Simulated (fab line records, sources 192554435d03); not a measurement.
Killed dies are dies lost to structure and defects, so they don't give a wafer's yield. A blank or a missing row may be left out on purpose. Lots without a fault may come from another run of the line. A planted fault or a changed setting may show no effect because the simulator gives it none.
Which tool did it? | flow n5_finfet | 24 lots, 72 wafers sampled, at 5 steps of a route of 1938

WHAT THE GAUGES READ, wafer by wafer
N5_DUMMY_GATE_CD_MEAS_24: target cd 15 nm. Usual: cd_nm 14.8 nm, standard deviation 0.51.
lot  | measured    | on        | cd_nm (nm)     | flag
L074 | day 2 22:17 | cd_sem-02 | 14.6 14.2 14.8 |
L075 | day 3 03:31 | cd_sem-01 | 15.0 14.9 14.3 |
L076 | day 3 10:47 | cd_sem-03 | 15.9 14.1 15.0 |
L077 | day 3 17:37 | cd_sem-03 | 14.3 15.6 15.0 |
L078 | day 3 23:08 | cd_sem-02 | 14.9 14.1 14.5 |
L079 | day 4 04:37 | cd_sem-01 | 14.5 14.4 14.8 |
L080 | day 4 10:32 | cd_sem-01 | 15.1 16.4 14.8 |
L081 | day 4 17:16 | cd_sem-02 | 15.1 14.7 14.2 |
L082 | day 5 04:14 | cd_sem-02 | 14.2 14.7 14.4 |
L083 | day 5 07:48 | cd_sem-01 | 15.6 15.1 15.2 |
L084 | day 5 13:35 | cd_sem-02 | 14.2 15.5 14.7 |
L085 | day 5 18:46 | cd_sem-02 | 15.1 14.3 15.1 |
L086 | day 6 00:51 | cd_sem-02 | 13.8 14.7 14.4 |
L087 | day 6 06:31 | cd_sem-01 | 15.3 14.8 14.7 |
L088 | day 6 12:02 | cd_sem-01 | 14.9 14.5 15.5 |
L089 | day 6 18:16 | cd_sem-01 | 14.7 14.8 15.4 |
L090 | day 7 00:17 | cd_sem-02 | 14.4 14.3 14.2 |
L091 | day 7 05:43 | cd_sem-01 | 14.6 15.8 14.6 |
L092 | day 7 11:27 | cd_sem-01 | 14.6 15.4 15.2 |
L093 | day 7 16:40 | cd_sem-01 | 15.1 15.0 14.8 |
L094 | day 7 22:43 | cd_sem-01 | 14.5 15.3 14.2 |
L095 | day 8 06:07 | cd_sem-01 | 14.6 15.3 15.1 |
L096 | day 8 10:27 | cd_sem-03 | 14.1 14.7 15.2 |
L097 | day 8 17:04 | cd_sem-02 | 13.9 15.1 14.1 |

N5_SD_EPI_N_OVL_MEAS_10. Usual: SD_N_BLK_OVL 0.1 nm, standard deviation 0.67.
lot  | measured    | on         | SD_N_BLK_OVL (nm) | flag
L074 | day 2 23:43 | overlay-01 | -1.1 -1.4 -1.5    |
L075 | day 3 04:50 | overlay-01 | 1.0 1.0 1.2       |
L076 | day 3 12:35 | overlay-02 | 0.3 -0.2 -0.7     |
L077 | day 3 18:51 | overlay-01 | -1.1 0.0 0.3      |
L078 | day 4 00:19 | overlay-01 | -0.1 0.1 -1.4     |
L079 | day 4 06:14 | overlay-02 | -0.6 0.1 0.4      |
L080 | day 4 12:02 | overlay-02 | -0.2 0.1 -0.1     |
L081 | day 4 18:50 | overlay-01 | 0.7 -0.2 0.0      |
L082 | day 5 05:38 | overlay-01 | 0.7 1.1 0.6       |
L083 | day 5 09:23 | overlay-01 | -0.3 -0.5 0.4     |
L084 | day 5 15:34 | overlay-02 | -0.2 -0.5 -0.6    |
L085 | day 5 20:16 | overlay-02 | -0.2 0.2 0.4      |
L086 | day 6 02:10 | overlay-02 | 0.0 -0.5 0.5      |
L087 | day 6 07:56 | overlay-02 | 0.5 0.4 0.6       |
L088 | day 6 14:58 | overlay-02 | 1.1 0.5 0.6       |
L089 | day 6 19:29 | overlay-02 | 0.0 0.3 0.8       |
L090 | day 7 01:37 | overlay-02 | 0.6 1.1 -0.1      |
L091 | day 7 07:02 | overlay-02 | -0.2 1.6 -0.8     |
L092 | day 7 12:46 | overlay-02 | 0.2 -0.4 -0.8     |
L093 | day 7 18:17 | overlay-02 | -0.6 0.0 -0.9     |
L094 | day 8 00:14 | overlay-01 | -1.3 0.4 0.1      |
L095 | day 8 07:26 | overlay-01 | -0.1 0.5 -0.1     |
L096 | day 8 11:46 | overlay-02 | 0.2 -0.3 0.4      |
L097 | day 8 18:24 | overlay-01 | -0.7 0.0 1.4      |

N5_SD_EPI_P_OVL_MEAS_10. Usual: SD_P_BLK_OVL 0.6 nm, standard deviation 0.75.
lot  | measured    | on         | SD_P_BLK_OVL (nm) | flag
L074 | day 3 04:10 | overlay-01 | 2.4 1.1 2.0       |
L075 | day 3 09:29 | overlay-01 | 1.0 0.5 1.1       |
L076 | day 3 17:20 | overlay-01 | 1.5 1.0 0.7       |
L077 | day 3 23:17 | overlay-01 | 1.9 0.2 1.9       |
L078 | day 4 04:49 | overlay-01 | -1.0 -0.1 -0.4    |
L079 | day 4 11:12 | overlay-01 | -0.2 0.5 0.2      |
L080 | day 4 16:47 | overlay-02 | 1.0 0.6 0.8       |
L081 | day 4 23:26 | overlay-02 | 0.5 0.1 0.7       |
L082 | day 5 10:05 | overlay-01 | 0.9 0.6 0.7       |
L083 | day 5 13:49 | overlay-02 | 1.1 1.1 0.4       |
L084 | day 5 20:31 | overlay-02 | 0.5 1.2 0.6       |
L085 | day 6 01:20 | overlay-01 | -0.2 0.5 -0.2     |
L086 | day 6 07:13 | overlay-01 | -0.9 -1.0 -0.6    |
L087 | day 6 14:41 | overlay-02 | 1.4 1.1 2.1       |
L088 | day 6 19:21 | overlay-01 | 0.3 1.2 0.7       |
L089 | day 7 00:49 | overlay-01 | 0.9 -0.9 -1.4     |
L090 | day 7 06:25 | overlay-02 | 1.0 1.4 1.2       |
L091 | day 7 11:37 | overlay-01 | 0.9 0.5 1.0       |
L092 | day 7 18:21 | overlay-01 | 1.0 1.9 0.7       |
L093 | day 7 23:34 | overlay-02 | 1.0 0.4 0.6       |
L094 | day 8 05:23 | overlay-01 | 0.5 0.4 0.7       |
L095 | day 8 11:49 | overlay-01 | 0.1 0.9 0.0       |
L096 | day 8 17:35 | overlay-02 | -0.6 -0.8 0.2     |
L097 | day 8 22:56 | overlay-01 | 0.4 2.0 1.2       |

WHICH TOOL RAN EACH LOT (tool, then ch and the chambers of the sampled wafers, then the start)
lot  | N5_DUMMY_GATE_HM_OPEN_21          | N5_SD_EPI_N_ETCH_34
L074 | rie_diel-01 ch 0,1, day 2 21:55   | rie_diel-06 ch 0,1, day 2 23:49
L075 | rie_diel-05 ch 2,3, day 3 03:09   | rie_diel-03 ch 0,2,3, day 3 04:55
L076 | rie_diel-02 ch 1,2, day 3 10:25   | rie_diel-06 ch 1,3, day 3 12:59
L077 | rie_diel-05 ch 0,1,3, day 3 17:16 | rie_diel-04 ch 2,3, day 3 18:56
L078 | rie_diel-02 ch 0,3, day 3 22:46   | rie_diel-04 ch 0,2,3, day 4 00:25
L079 | rie_diel-05 ch 1,3, day 4 04:15   | rie_diel-04 ch 1,2,3, day 4 06:50
L080 | rie_diel-02 ch 1,2,3, day 4 10:10 | rie_diel-04 ch 0,2,3, day 4 12:08
L081 | rie_diel-05 ch 0,2,3, day 4 16:54 | rie_diel-03 ch 1,2,3, day 4 19:16
L082 | rie_diel-01 ch 0,1, day 5 03:52   | rie_diel-04 ch 0,2,3, day 5 05:44
L083 | rie_diel-01 ch 0,1, day 5 07:26   | rie_diel-06 ch 0,3, day 5 09:29
L084 | rie_diel-05 ch 0,1,2, day 5 13:14 | rie_diel-04 ch 1,2,3, day 5 15:40
L085 | rie_diel-01 ch 0,1,3, day 5 18:24 | rie_diel-04 ch 0,1, day 5 20:37
L086 | rie_diel-01 ch 2,3, day 6 00:29   | rie_diel-06 ch 0,1,2, day 6 02:15
L087 | rie_diel-02 ch 1,3, day 6 06:08   | rie_diel-06 ch 1,2, day 6 08:02
L088 | rie_diel-01 ch 1,2,3, day 6 11:41 | rie_diel-03 ch 1,3, day 6 15:04
L089 | rie_diel-02 ch 0,2, day 6 17:55   | rie_diel-03 ch 0,3, day 6 19:34
L090 | rie_diel-05 ch 0,1,3, day 6 23:55 | rie_diel-03 ch 0,1,3, day 7 01:46
L091 | rie_diel-05 ch 2,3, day 7 05:21   | rie_diel-04 ch 1,3, day 7 07:07
L092 | rie_diel-02 ch 0,1,2, day 7 11:05 | rie_diel-04 ch 0,2,3, day 7 13:16
L093 | rie_diel-05 ch 0,1,3, day 7 16:18 | rie_diel-04 ch 0,1,2, day 7 18:23
L094 | rie_diel-01 ch 0,1,2, day 7 22:22 | rie_diel-04 ch 0,2,3, day 8 00:22
L095 | rie_diel-02 ch 2,3, day 8 05:45   | rie_diel-06 ch 0,2,3, day 8 07:31
L096 | rie_diel-05 ch 1,3, day 8 10:05   | rie_diel-03 ch 0,1,2, day 8 12:02
L097 | rie_diel-02 ch 1,3, day 8 16:42   | rie_diel-04 ch 0,1,2, day 8 18:29
- N5_DUMMY_GATE_HM_OPEN_21: chemistry CH3F/O2, target SiNx, target depth 120 nm, time 171.4 s.
- N5_SD_EPI_N_ETCH_34: etches SiARC in CF4, target depth 45.5 nm, time 75.8 s.

WHAT THE TOOLS THEMSELVES READ (means of the sampled wafers that have a number; where no wafer has one, the mark that the record gives instead)
N5_DUMMY_GATE_HM_OPEN_21. Usual: drypump_motor_current_A 5.9 A, standard deviation 0.31; oes_product_au 0.78 a.u., standard deviation 0.09; rf_vpp_V 297 V, standard deviation 9.3; showerhead_plenum_p_Torr 2.02 Torr, standard deviation 0.061; throttle_valve_pct 16.47 %, standard deviation 0.21.
lot  | tool        | drypump_motor_current_A (A) | oes_product_au (a.u.) | rf_vpp_V (V) | showerhead_plenum_p_Torr (Torr) | throttle_valve_pct (%) | flag
L074 | rie_diel-01 | 6.2                         | 0.78                  | 300          | 2.05                            | 16.34                  |
L075 | rie_diel-05 | 6.0                         | 0.82                  | 298          | 2.05                            | 16.28                  |
L076 | rie_diel-02 | 6.3                         | 0.71                  | 293          | 1.94                            | 16.54                  |
L077 | rie_diel-05 | 5.7                         | 0.77                  | 306          | 2.00                            | 16.46                  |
L078 | rie_diel-02 | 5.8                         | 0.73                  | 288          | 2.09                            | 16.64                  |
L079 | rie_diel-05 | 5.9                         | 0.77                  | 302          | 2.03                            | 16.42                  |
L080 | rie_diel-02 | 6.2                         | 0.70                  | 290          | 2.00                            | 16.73                  |
L081 | rie_diel-05 | 5.8                         | 0.81                  | 302          | 2.02                            | 16.35                  |
L082 | rie_diel-01 | 6.1                         | 0.72                  | 301          | 2.06                            | 16.44                  |
L083 | rie_diel-01 | 6.2                         | 0.76                  | 300          | 2.05                            | 16.36                  |
L084 | rie_diel-05 | 5.6                         | 0.83                  | 298          | 1.97                            | 16.41                  |
L085 | rie_diel-01 | 6.1                         | 0.74                  | 299          | 2.01                            | 16.46                  |
L086 | rie_diel-01 | 5.7                         | 0.88                  | 300          | 2.03                            | 16.30                  |
L087 | rie_diel-02 | 6.3                         | 0.69                  | 289          | 2.06                            | 16.92                  |
L088 | rie_diel-01 | 5.9                         | 0.83                  | 299          | 2.01                            | 16.34                  |
L089 | rie_diel-02 | 5.8                         | 0.71                  | 289          | 2.02                            | 16.52                  |
L090 | rie_diel-05 | 5.7                         | 0.76                  | 305          | 2.00                            | 16.50                  |
L091 | rie_diel-05 | 6.0                         | 0.78                  | 297          | 2.04                            | 16.34                  |
L092 | rie_diel-02 | 6.1                         | 0.70                  | 291          | 1.99                            | 16.56                  |
L093 | rie_diel-05 | 5.7                         | 0.76                  | 305          | 1.99                            | 16.51                  |
L094 | rie_diel-01 | 6.0                         | 0.89                  | 301          | 2.05                            | 16.19                  |
L095 | rie_diel-02 | 6.1                         | 0.90                  | 289          | 2.02                            | 16.60                  |
L096 | rie_diel-05 | 5.9                         | 0.76                  | 302          | 2.02                            | 16.48                  |
L097 | rie_diel-02 | 6.3                         | 0.89                  | 289          | 2.05                            | 16.59                  |

N5_SD_EPI_N_ETCH_34. Usual: cf4_flow_sccm 100.0 sccm, standard deviation 0.33; drypump_motor_current_A 6.0 A, standard deviation 0.39; etch_rf_on_time_s 76.8 s, standard deviation 2.1; oes_product_au 0.65 a.u., standard deviation 0.064; rf_vpp_V 184.1 V, standard deviation 1.2; showerhead_plenum_p_Torr 2.15 Torr, standard deviation 0.066; throttle_valve_pct 15.57 %, standard deviation 0.19.
lot  | tool        | cf4_flow_sccm (sccm) | drypump_motor_current_A (A) | etch_rf_on_time_s (s) | oes_product_au (a.u.) | rf_vpp_V (V) | showerhead_plenum_p_Torr (Torr) | throttle_valve_pct (%) | flag
L074 | rie_diel-06 | 99.7                 | 6.2                         | 73.8                  | 0.59                  | 182.1        | 2.08                            | 15.89                  |
L075 | rie_diel-03 | 99.8                 | 6.1                         | 78.2                  | 0.60                  | 184.8        | 2.18                            | 15.92                  |
L076 | rie_diel-06 | 100.0                | 5.9                         | 74.9                  | 0.64                  | 184.7        | 2.16                            | 15.64                  |
L077 | rie_diel-04 | 100.2                | 5.8                         | 74.9                  | 0.72                  | 184.1        | 2.13                            | 15.30                  |
L078 | rie_diel-04 | 99.9                 | 5.9                         | 75.7                  | 0.68                  | 183.5        | 2.12                            | 15.36                  |
L079 | rie_diel-04 | 99.9                 | 6.1                         | 76.8                  | 0.67                  | 185.2        | 2.16                            | 15.42                  |
L080 | rie_diel-04 | 99.9                 | 5.9                         | 75.9                  | 0.67                  | 183.2        | 2.11                            | 15.36                  |
L081 | rie_diel-03 | 99.7                 | 5.7                         | 77.1                  | 0.62                  | 184.7        | 2.19                            | 15.74                  |
L082 | rie_diel-04 | 100.2                | 5.9                         | 76.0                  | 0.67                  | 183.3        | 2.11                            | 15.38                  |
L083 | rie_diel-06 | 100.1                | 5.8                         | 74.3                  | 0.77                  | 185.0        | 2.23                            | 15.55                  |
L084 | rie_diel-04 | 99.8                 | 6.1                         | 77.5                  | 0.66                  | 184.4        | 2.16                            | 15.44                  |
L085 | rie_diel-04 | 99.9                 | 6.4                         | 79.4                  | 0.62                  | 184.0        | 2.15                            | 15.56                  |
L086 | rie_diel-06 | 100.0                | 6.2                         | 75.5                  | 0.66                  | 184.4        | 2.19                            | 15.69                  |
L087 | rie_diel-06 | 100.0                | 6.1                         | 76.5                  | 0.60                  | 183.8        | 2.14                            | 15.78                  |
L088 | rie_diel-03 | 99.6                 | 5.6                         | 78.6                  | 0.61                  | 184.1        | 2.19                            | 15.58                  |
L089 | rie_diel-03 | 99.7                 | 6.3                         | 78.0                  | 0.72                  | 183.7        | 2.16                            | 15.69                  |
L090 | rie_diel-03 | 99.9                 | 6.0                         | 76.8                  | 0.67                  | 185.1        | 2.18                            | 15.64                  |
L091 | rie_diel-04 | 100.0                | 6.5                         | 78.0                  | 0.62                  | 184.9        | 2.20                            | 15.58                  |
L092 | rie_diel-04 | 99.6                 | 5.9                         | 77.0                  | 0.64                  | 182.8        | 2.11                            | 15.42                  |
L093 | rie_diel-04 | 100.3                | 6.0                         | 78.5                  | 0.64                  | 184.2        | 2.11                            | 15.47                  |
L094 | rie_diel-04 | 100.0                | 5.9                         | 76.3                  | 0.64                  | 183.4        | 2.11                            | 15.42                  |
L095 | rie_diel-06 | 100.3                | 5.8                         | 75.9                  | 0.66                  | 184.0        | 2.17                            | 15.68                  |
L096 | rie_diel-03 | 100.0                | 5.9                         | 76.9                  | 0.71                  | 184.3        | 2.20                            | 15.61                  |
L097 | rie_diel-04 | 100.2                | 6.1                         | 77.8                  | 0.64                  | 183.8        | 2.10                            | 15.48                  |

THE ANSWER, worked out from the rows above alone
Rule: a lot is off if the mean of its wafers that have a number lies more than 3 standard deviations from the usual mean. A lot without any number at a reading at which 4 lots or more have one is off too. The other lots that the step has rows for count as sound. The gauges are gone through in route order, then the tools' own readings, and for those a lot's mean is taken as printed above. The first step at which some lot is off is used, and at that step the reading that is off furthest; a lot without a number counts as furthest.
No lot is off at any reading shown: from this, nothing can be told.

WHAT THE SIMULATOR HAD PUT IN
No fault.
